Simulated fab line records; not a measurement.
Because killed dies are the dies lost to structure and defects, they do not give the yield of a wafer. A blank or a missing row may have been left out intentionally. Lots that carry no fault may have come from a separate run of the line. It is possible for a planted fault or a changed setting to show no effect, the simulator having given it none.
Chamber matching ; flow n5 finfet ; N5_BEOL_M1_ILD_DEP_00 on pecvd-01 has 3 sister chambers
The step deposits SiOC from DEMS/O2, target thk 79 nm, time 15.3 s. 20 wafers are shown with their chamber, then 10 later ones without.

## WAFERS WITH THEIR CHAMBER
wafer;chamber;throttle valve pct (%);heater power w (W);showerhead plenum p Torr (Torr)
L074.1;2;12.0;432;5.709
L074.2;0;11.6;376;5.662
L074.4;0;11.4;368;5.670
L079.1;2;12.4;399;5.712
L079.2;1;14.1;567;5.725
L079.6;1;14.0;548;5.732
L083.1;1;13.9;539;5.729
L083.2;2;12.3;430;5.701
L083.5;0;11.5;362;5.669
L085.1;0;11.4;378;5.669
L085.3;0;11.8;390;5.671
L085.5;1;13.9;528;5.734
L087.1;0;11.9;392;5.677
L087.4;1;13.9;567;5.701
L087.5;0;11.8;302;5.665
L089.3;1;13.7;544;5.733
L089.4;0;11.8;358;5.669
L089.6;0;11.8;354;5.671
L091.2;1;13.8;469;5.717
L091.3;0;11.9;373;5.693

SIGNATURES, as means of the wafers listed above
reading;chamber 0;chamber 1;chamber 2;scatter within a chamber
throttle valve pct;11.690;13.900;12.233;0.178
heater power w;365.30;537.43;420.33;27.9
showerhead plenum p Torr;5.67160;5.72443;5.70733;0.00958
Rule: distance of a wafer from a chamber = root of the sum over the readings of ((wafer's reading minus chamber's mean) / reading's scatter) squared. If the next closest chamber is less than 2 further off than the closest, the wafer can't be placed; otherwise it belongs to the closest. How the scatter is found: for the shown wafers, subtract from each reading the mean of its chamber, square and add these, divide the total by (wafers less chambers), then take the root.

## WAFERS WHOSE CHAMBER IS MISSING
wafer;throttle valve pct (%);heater power w (W);showerhead plenum p Torr (Torr)
L091.5;13.9;489;5.727
L093.1;11.6;419;5.690
L093.5;11.7;345;5.679
L093.6;14.0;562;5.721
L094.2;11.7;350;5.699
L094.4;12.1;469;5.682
L094.6;11.8;356;5.657
L097.2;11.8;400;5.689
L097.3;14.0;514;5.721
L097.4;14.0;517;5.726

## WHICH CHAMBER EACH WENT THROUGH
wafer;from the rows above;in truth
L091.5;1;1
L093.1;can't be placed: 0 or 2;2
L093.5;0;0
L093.6;1;1
L094.2;can't be placed: 0 or 2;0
L094.4;can't be placed: 2 or 0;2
L094.6;0;0
L097.2;can't be placed: 0 or 2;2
L097.3;1;1
L097.4;1;1
6 of 10 placed correctly. These rows do not allow placing 4 (true chamber among the candidates in 4). Placed wrongly: 0.
